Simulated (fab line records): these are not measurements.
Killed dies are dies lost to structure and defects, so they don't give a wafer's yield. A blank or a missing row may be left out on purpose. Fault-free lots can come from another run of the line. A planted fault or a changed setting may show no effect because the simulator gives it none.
What tool caused it? -- flow nandHarc -- 24 lots, 72 wafers sampled, at 4 steps of a route of 1302

== WHAT THE GAUGES SHOWED, per wafer ==
NHARC_P_BONDPAD_INSPECT_23. Usual: rawDefectCount reads 295 (standard deviation 110).
lot,measured,on,rawDefectCount,flag
L074,day 6 14:20,defectInspect-01,251 221 222,
L075,day 7 04:59,defectInspect-02,317 213 147,
L076,day 7 12:32,defectInspect-01,554 303 492,
L077,day 7 18:50,defectInspect-02,383 249 231,
L078,day 8 08:49,defectInspect-01,250 278 244,
L080,day 9 03:23,defectInspect-01,156 129 163,
L079,day 9 04:16,defectInspect-02,301 287 264,
L081,day 9 18:22,defectInspect-01,232 476 342,
L082,day 10 17:07,defectInspect-02,381 489 400,
L083,day 11 03:15,defectInspect-01,214 220 288,
L084,day 11 07:14,defectInspect-01,288 339 487,
L085,day 11 12:20,defectInspect-02,493 248 480,
L086,day 11 15:42,defectInspect-01,307 305 165,
L087,day 11 23:34,defectInspect-02,320 380 504,
L088,day 12 23:13,defectInspect-02,242 298 175,
L089,day 13 09:31,defectInspect-01,229 217 256,
L090,day 13 15:56,defectInspect-01,564 392 388,
L091,day 13 19:02,defectInspect-02,334 455 529,
L092,day 14 00:51,defectInspect-01,301 238 276,
L093,day 14 14:13,defectInspect-01,392 193 156,
L094,day 14 21:33,defectInspect-01,204 174 196,
L095,day 15 09:03,defectInspect-01,292 432 251,
L096,day 16 03:41,defectInspect-01,251 327 283,
L097,day 16 09:11,defectInspect-01,447 350 196,

NHARC_A_CHANNEL_HOLE_D1_CD_MEAS_10 targets a cd of 100 nm. Usual: cdNm reads 99.7 nm (standard deviation 0.61).
lot,measured,on,cdNm (nm),flag
L074,day 8 05:34,cdSem-01,99.5 99.9 100.0,
L075,day 9 07:31,cdSem-01,99.5 99.2 99.3,
L076,day 9 10:53,cdSem-01,100.2 100.0 99.4,
L077,day 9 15:30,cdSem-01,99.9 100.4 99.9,
L078,day 9 23:46,cdSem-02,100.2 99.3 100.1,
L080,day 11 00:08,cdSem-03,99.7 100.1 99.6,
L079,day 10 23:57,cdSem-03,100.7 100.5 99.9,
L081,day 11 19:14,cdSem-02,99.2 99.6 99.4,
L082,day 12 08:59,cdSem-03,99.8 100.0 99.9,
L083,day 12 20:55,cdSem-01,99.9 99.3 100.2,
L084,day 12 22:12,cdSem-01,99.8 100.6 100.1,
L085,day 13 05:15,cdSem-02,101.0 99.5 99.9,
L086,day 13 04:08,cdSem-02,100.1 99.7 99.7,
L087,day 13 13:50,cdSem-03,98.7 98.5 99.1,
L088,day 14 23:45,cdSem-01,98.8 98.6 99.1,
L089,day 15 07:23,cdSem-02,100.4 99.4 100.9,
L090,day 15 12:34,cdSem-03,99.2 99.0 99.7,
L091,day 15 07:12,cdSem-03,99.7 100.7 99.5,
L092,day 15 17:59,cdSem-01,99.9 98.7 99.1,
L093,day 16 07:10,cdSem-02,100.1 100.4 101.4,
L094,day 16 19:16,cdSem-01,99.7 100.4 99.3,
L095,day 17 08:34,cdSem-01,98.9 98.9 99.6,
L096,day 17 22:16,cdSem-01,99.1 100.7 100.6,
L097,day 17 22:52,cdSem-01,99.6 100.2 100.1,

NHARC_A_CHANNEL_HOLE_D1_INSPECT_12. Usual: rawDefectCount reads 5.3 (standard deviation 2.8).
lot,measured,on,rawDefectCount,flag
L074,day 8 05:42,defectInspect-02,0 3 4,
L075,day 9 07:38,defectInspect-02,7 6 9,
L076,day 9 11:01,defectInspect-02,5 6 7,
L077,day 9 15:37,defectInspect-02,7 7 5,
L078,day 9 23:54,defectInspect-01,2 7 1,
L080,day 11 00:16,defectInspect-02,4 0 2,
L079,day 11 00:05,defectInspect-02,5 5 2,
L081,day 11 19:21,defectInspect-02,5 4 11,
L082,day 12 09:07,defectInspect-02,5 4 3,
L083,day 12 21:02,defectInspect-01,4 9 4,
L084,day 12 22:20,defectInspect-01,5 7 6,
L085,day 13 05:23,defectInspect-02,6 7 8,
L086,day 13 04:16,defectInspect-01,4 12 6,
L087,day 13 13:58,defectInspect-02,5 5 5,
L088,day 14 23:52,defectInspect-01,3 1 2,
L089,day 15 07:30,defectInspect-01,3 4 8,
L090,day 15 12:42,defectInspect-02,8 9 1,
L091,day 15 07:20,defectInspect-01,6 3 2,
L092,day 15 18:07,defectInspect-02,2 12 6,
L093,day 16 07:17,defectInspect-01,2 3 2,
L094,day 16 19:24,defectInspect-02,3 7 6,
L095,day 17 08:41,defectInspect-02,2 9 3,
L096,day 17 22:24,defectInspect-02,4 6 6,
L097,day 17 23:00,defectInspect-02,4 7 4,

== WHAT TOOL EACH LOT RAN ON (gives the tool, then ch and the chambers of the sampled wafers, and finally the start) ==
lot,NHARC_P_BONDPAD_ANNEAL_28
L074,"rtpAnneal-02 ch 0, day 6 13:26"
L075,"rtpAnneal-02 ch 0, day 7 04:07"
L076,"rtpAnneal-01 ch 0, day 7 11:26"
L077,"rtpAnneal-01 ch 0, day 7 17:58"
L078,"rtpAnneal-02 ch 0, day 8 07:54"
L080,"rtpAnneal-02 ch 0, day 9 02:28"
L079,"rtpAnneal-01 ch 0, day 9 03:23"
L081,"rtpAnneal-02 ch 0, day 9 17:35"
L082,"rtpAnneal-02 ch 0, day 10 16:16"
L083,"rtpAnneal-01 ch 0, day 11 02:22"
L084,"rtpAnneal-01 ch 0, day 11 06:25"
L085,"rtpAnneal-01 ch 0, day 11 11:26"
L086,"rtpAnneal-01 ch 0, day 11 14:47"
L087,"rtpAnneal-02 ch 0, day 11 22:42"
L088,"rtpAnneal-02 ch 0, day 12 22:23"
L089,"rtpAnneal-02 ch 0, day 13 08:41"
L090,"rtpAnneal-02 ch 0, day 13 15:05"
L091,"rtpAnneal-01 ch 0, day 13 18:07"
L092,"rtpAnneal-01 ch 0, day 13 23:58"
L093,"rtpAnneal-01 ch 0, day 14 13:19"
L094,"rtpAnneal-01 ch 0, day 14 20:44"
L095,"rtpAnneal-01 ch 0, day 15 08:15"
L096,"rtpAnneal-02 ch 0, day 16 02:47"
L097,"rtpAnneal-02 ch 0, day 16 08:17"
- NHARC_P_BONDPAD_ANNEAL_28: time 90 s.

== WHAT THE TOOLS THEMSELVES READ (means of the sampled wafers that have a number; where no wafer has one, the mark that the record gives instead) ==
NHARC_P_BONDPAD_ANNEAL_28. Usual: annealTempCMax 226.2, standard deviation 0.33; wafer_temp_C_max 226.2, standard deviation 0.5.
lot,tool,annealTempCMax,wafer_temp_C_max,flag
L074,rtpAnneal-02,226.2,226.7,
L075,rtpAnneal-02,226.4,226.4,
L076,rtpAnneal-01,225.9,225.8,
L077,rtpAnneal-01,226.0,225.8,
L078,rtpAnneal-02,226.4,226.9,
L080,rtpAnneal-02,226.2,226.5,
L079,rtpAnneal-01,226.0,226.0,
L081,rtpAnneal-02,226.4,226.4,
L082,rtpAnneal-02,226.2,226.5,
L083,rtpAnneal-01,225.9,225.7,
L084,rtpAnneal-01,225.5,225.7,
L085,rtpAnneal-01,225.8,225.7,
L086,rtpAnneal-01,226.0,225.9,
L087,rtpAnneal-02,226.2,226.7,
L088,rtpAnneal-02,226.6,226.6,
L089,rtpAnneal-02,226.7,226.2,
L090,rtpAnneal-02,226.4,227.1,
L091,rtpAnneal-01,225.9,225.5,
L092,rtpAnneal-01,226.1,225.7,
L093,rtpAnneal-01,225.9,225.6,
L094,rtpAnneal-01,225.9,225.6,
L095,rtpAnneal-01,225.9,225.9,
L096,rtpAnneal-02,226.4,226.6,
L097,rtpAnneal-02,226.2,227.1,

== THE ANSWER, worked out from the rows above alone ==
Rule: a lot counts as off when the mean over its wafers that have a number is more than 3 standard deviations away from the usual mean. Also off: a lot with no number at a reading for which 4 or more lots have one. Where the step has rows for the other lots, those lots are counted as sound. First the gauges in route order, then the tools' own readings, where a lot's mean is used as printed above. The first step at which some lot is off is used, and at that step the reading that is off furthest; a lot without a number counts as furthest.
Across all readings shown, no lot is off: no conclusion can be drawn from this.

== WHAT WAS PUT IN BY THE SIMULATOR ==
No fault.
